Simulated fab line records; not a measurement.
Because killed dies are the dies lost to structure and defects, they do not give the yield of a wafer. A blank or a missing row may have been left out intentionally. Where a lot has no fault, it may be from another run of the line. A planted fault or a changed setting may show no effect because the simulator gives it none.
A lot that was struck, set against a sound lot | flow nandHarc | 17 steps out of a route of 1159
Sound: the wafers L429.2, L429.3, L429.6. Struck: wafer L438.3; the same lot's L438.4 was not struck, so it is left out; see the end for the cause.
At each step with rows: each side's tool, then ch and its chambers, then its first start. Under that, the readings that differ: sound wafers | struck wafers | difference of the means | sigmas: that difference in standard deviations of wafers without a fault.
alike: readings with means less than 2 such deviations apart, plus words and numbers identical on both sides. not compared: withheld readings, readings lacking a value on some wafer, bounds such as >300 that could conceal the same value, and numbers that have no deviation in the record and whose values overlap.
Wherever a step has rows on one side only, a row that says differs or no value, or a row with sigmas, the two part there. Numbers that don't overlap but have no deviation are shown without sigmas and don't part them. Lack of a reading on every wafer of one side parts them only where that side has two or more wafers.

NHARC_P_M1_ETCH_35: etches the open film in N2/H2, target depth 40 nm, overetch 12 nm, time 43.94 s.
  sound on rieDiel-02 ch 1,2,3, day 7 16:07; struck on rieDiel-09 ch 1, day 9 19:50
  alike: drypumpMotorCurrentA, oesProductAu, rfVppV, showerheadPlenumPTorr, throttleValvePct
  not compared: rfHoursCounterH
NHARC_P_M1_ETCH_15: etches the open film in C4F8/Ar, target depth 182.5 nm, time 91.2 s.
  sound on rieDiel-02 ch 0,1,3; struck on rieDiel-09 ch 0, day 9 19:59
  alike: oesProductAu, rfVppV
  not compared: rfHoursCounterH
NHARC_P_M1_CD_MEAS_16:
  sound on cdSem-01 at day 7 16:20; struck on cdSem-01 at day 9 20:08
  alike: cdNm
then, 1 step without rows for these wafers: NHARC_P_M1_STRIP_18 (strips in N2/H2).
NHARC_P_M1_ETCH_28: etches the open film in CF4/N2, target depth 30 nm, time 72.99 s.
  sound on rieDiel-09 ch 0,3; struck on rieDiel-02 ch 3
reading                      | sound             | struck | difference | sigmas
rfVppV (V)                   | 315.9 316.9 317.3 | 310.0  | -6.7       | -4
showerheadPlenumPTorr (Torr) | 2.77 2.74 2.74    | 2.48   | -0.27      | -2
  alike: drypumpMotorCurrentA, oesProductAu, throttleValvePct
  not compared: rfHoursCounterH
then, 2 steps without rows for these wafers: NHARC_P_M1_STRIP_19 (strips in post etch residue remover, time 600 s); NHARC_P_M1_DEGAS_29 (time 60 s).
NHARC_P_M1_PRE_CLEAN_30: time 30 s.
  sound on pvdSputter-02; struck on pvdSputter-02
reading            | sound | struck | difference                   | sigmas
susceptorTempC (C) | - - - | 280.17 | no value on the sound wafers | 
  alike: heaterPowerW
NHARC_P_M1_PVD_20: deposits TaN, target thk 5 nm, time 8.06 s.
  sound on pvdSputter-02; struck on pvdSputter-02
  alike: chamberPressurePa, throttleValvePct
then, 3 steps without rows for these wafers: NHARC_P_M1_PVD_21 (deposits Cu, target thk 30 nm, time 20.49 s); NHARC_P_M1_ECD_22 (material Cu, target thk 400 nm); NHARC_P_M1_ANNEAL_31 (time 90 s).
NHARC_P_M1_CMP_23: polishes, t overpolish 20 s, target thk 157.82 nm.
  sound on cmp-02 ch 0,1,3, day 7 18:10; struck on cmp-02 ch 1, day 9 22:04
  alike: motorCurrentA, timeToEndpointS
then, 1 step without rows for these wafers: NHARC_P_M1_SRD_25.
NHARC_P_M1_INSPECT_27:
  sound on defectInspect-02 at day 7 18:37; struck on defectInspect-01 at day 9 22:29
reading        | sound       | struck | difference | sigmas
rawDefectCount | 332 370 297 | 2244   | +1911      | +15
then, 1 step without rows for these wafers: NHARC_P_M1_PRE_CLEAN_32 (time 12 s).
-- jump in the record: it breaks off in module P_M1 and resumes in module END (first step shown: number 1159 of the route), and 16 days separate the struck wafers' starts before and after --
NHARC_END_SORT_01:
  sound on prober-02 ch 0, day 24 12:17; struck on prober-02 ch 0, day 25 20:18
reading                | sound           | struck | difference | sigmas
defectLimitedYield (%) | 95.9 96.9 97.0  | 0      | -97        | -57
killedAtPeriphery      | 14 11 11        | 648    | +636       | +99 or more
killedDies             | 28 21 20        | 677    | +654       | +54
sort_bin_3_pct (%)     | 0.15 0.15 0.15  | 96.01  | +95.86     | +99 or more
sortNPass              | 649 656 657     | 0      | -654       | -54
sortRimYieldPct (%)    | 100.0 97.2 98.1 | 0      | -98        | -55
sortYieldPct (%)       | 95.9 96.9 97.0  | 0      | -97        | -57
  alike: killedAtArray, killedAtOther, killedOpen, killedShort, sort_bin_2_pct, sort_bin_4_pct

WHERE THEY PART
Earliest at NHARC_P_M1_ETCH_28; latest, in this record, at NHARC_END_SORT_01.

WHY: what had been put in by the simulator
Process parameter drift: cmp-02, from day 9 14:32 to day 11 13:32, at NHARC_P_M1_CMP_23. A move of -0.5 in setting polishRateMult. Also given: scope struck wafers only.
